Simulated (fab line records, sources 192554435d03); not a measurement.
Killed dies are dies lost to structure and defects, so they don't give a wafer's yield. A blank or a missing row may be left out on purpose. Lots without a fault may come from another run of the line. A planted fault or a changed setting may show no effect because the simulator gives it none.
A struck lot beside a sound one | flow n5_finfet | 15 steps out of a route of 1938
Sound: wafers L662.2, L662.3, L662.6. Struck: wafers L659.3, L659.5. The cause comes at the end.
At each step with rows: each side's tool, then ch and its chambers, then its first start. Under that, the readings that differ: sound wafers | struck wafers | difference of the means | sigmas: that difference in standard deviations of wafers without a fault.
alike: readings whose means differ by less than 2 such deviations, and words and numbers that are the same on both sides. not compared: withheld readings, readings that some wafer has no value for, bounds like >300 that may hide the same value, and numbers for which the record gives no deviation and whose values overlap.
The two part at a step that has a row with sigmas, a row that says differs or no value, or rows on one side only. Numbers that don't overlap but have no deviation are shown without sigmas and don't part them. A reading that every wafer of one side lacks parts them only if that side has two wafers or more.

first, 4 steps without rows for these wafers: N5_DUMMY_GATE_STRIP_38 (strips in N2/H2); N5_DUMMY_GATE_STRIP_39 (strips in N2/H2); N5_DUMMY_GATE_TRIM_49 (chemistry O2, time 29 s, target cd 14 nm); N5_DUMMY_GATE_STRIP_40 (strips in CF4).
N5_DUMMY_GATE_CD_MEAS_50: target cd 14 nm.
  sound on cd_sem-01, day 7 13:29; struck on cd_sem-02, day 6 16:43
  alike: cd_nm
N5_DUMMY_GATE_ETCH_31: etches SiO2 in C4F6/O2, target depth 82.5 nm, time 27.5 s.
  sound on rie_diel-05 ch 1,2,3, day 7 13:31; struck on rie_diel-02 ch 1,3, day 6 16:51
  alike: drypump_motor_current_A, oes_ar_750_au, oes_f_703_au, oes_product_au, rf_vpp_V, showerhead_plenum_p_Torr, throttle_valve_pct
  not compared: rf_hours_counter_h
N5_DUMMY_GATE_STRIP_41: strips in O2.
  sound on rie_diel-05 ch 1,2,3, day 7 13:34; struck on rie_diel-02 ch 1,3, day 6 16:53
  alike: drypump_motor_current_A, oes_product_au, rf_vpp_V, showerhead_plenum_p_Torr, throttle_valve_pct
  not compared: rf_hours_counter_h
then, 1 step without rows for these wafers: N5_DUMMY_GATE_HM_OPEN_21 (chemistry CH3F/O2, target SiNx, target depth 120 nm, time 171.4 s).
N5_DUMMY_GATE_ETCH_32: etches SiO2 in CF4, target depth 3.5 nm, time 3.9 s.
  sound on rie_si-04 ch 0,2,3, day 7 13:46; struck on rie_si-04 ch 1,3, day 6 17:05
  alike: drypump_motor_current_A, oes_product_au, throttle_valve_pct
  not compared: rf_hours_counter_h
N5_DUMMY_GATE_ETCH_23: etches poly-Si in HBr/Cl2/O2, target depth 41 nm, time 22.3 s.
  sound on rie_si-04 ch 0,2,3, day 7 13:48; struck on rie_si-04 ch 1,3, day 6 17:08
  alike: drypump_motor_current_A, oes_product_au, throttle_valve_pct
  not compared: rf_hours_counter_h
then, 1 step without rows for these wafers: N5_DUMMY_GATE_ETCH_44 (etches poly-Si in HBr/O2, stops on SiO2, target depth 127.5 nm).
N5_DUMMY_GATE_CD_MEAS_24: target cd 15 nm.
  sound on cd_sem-02, day 7 13:58; struck on cd_sem-03, day 6 17:18
  alike: cd_nm
N5_DUMMY_GATE_ETCH_42: etches SiO2 in CHF3/O2, target depth 3.5 nm, time 31 s.
  sound on rie_diel-05 ch 0,2, day 7 14:05; struck on rie_diel-02 ch 0,2, day 6 17:22
  reading                  | sound             | struck      | difference | sigmas
  oes_ar_750_au (a.u.)     | 0.75 0.70 0.70    | 0.81 1.01   | +0.19      | +3
  oes_f_703_au (a.u.)      | 0.76 0.70 0.71    | 0.81 1.01   | +0.19      | +2
  oes_product_au (a.u.)    | 0.74 0.69 0.69    | 1.14 1.40   | +0.56      | +7
  model.etch.depth_nm (nm) | 3.457 3.431 3.416 | 5.688 5.785 | +2.302     |
  alike: drypump_motor_current_A, rf_vpp_V, showerhead_plenum_p_Torr, throttle_valve_pct
  not compared: rf_hours_counter_h
N5_DUMMY_GATE_STRIP_48: strips in N2/H2, time 20 s.
  sound on rie_diel-05 ch 0,2, day 7 14:08; struck on rie_diel-02 ch 0,2, day 6 17:25
  reading               | sound          | struck    | difference | sigmas
  oes_product_au (a.u.) | 0.74 0.70 0.69 | 0.81 0.99 | +0.19      | +2
  alike: bias_power_w, drypump_motor_current_A, rf_vpp_V, showerhead_plenum_p_Torr, throttle_valve_pct
  not compared: rf_hours_counter_h
-- the record jumps here: 5 days lie between the struck wafers' starts before and after (it left off in module DUMMY_GATE and takes up again in module BEOL_M4, whose first step shown is number 1111 of the route) --
N5_BEOL_M4_RC_MEAS_101:
  sound on prober-01 ch 0, day 12 17:07; struck on prober-02 ch 0, day 11 20:14
  alike: DIBL_N, DIBL_P, IOFF_N, IOFF_P, ION_N, ION_P, SS_N, SS_P, VT_N, VT_P

WHERE THEY PART
First at N5_DUMMY_GATE_ETCH_42; last, within this record, at N5_DUMMY_GATE_STRIP_48. Later steps at which nothing parts them and some readings are alike: N5_BEOL_M4_RC_MEAS_101.

WHY: what the simulator had put in
Process parameter drift: rie_diel-02, from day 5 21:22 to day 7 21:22, at N5_DUMMY_GATE_ETCH_42. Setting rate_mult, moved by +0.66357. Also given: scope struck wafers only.
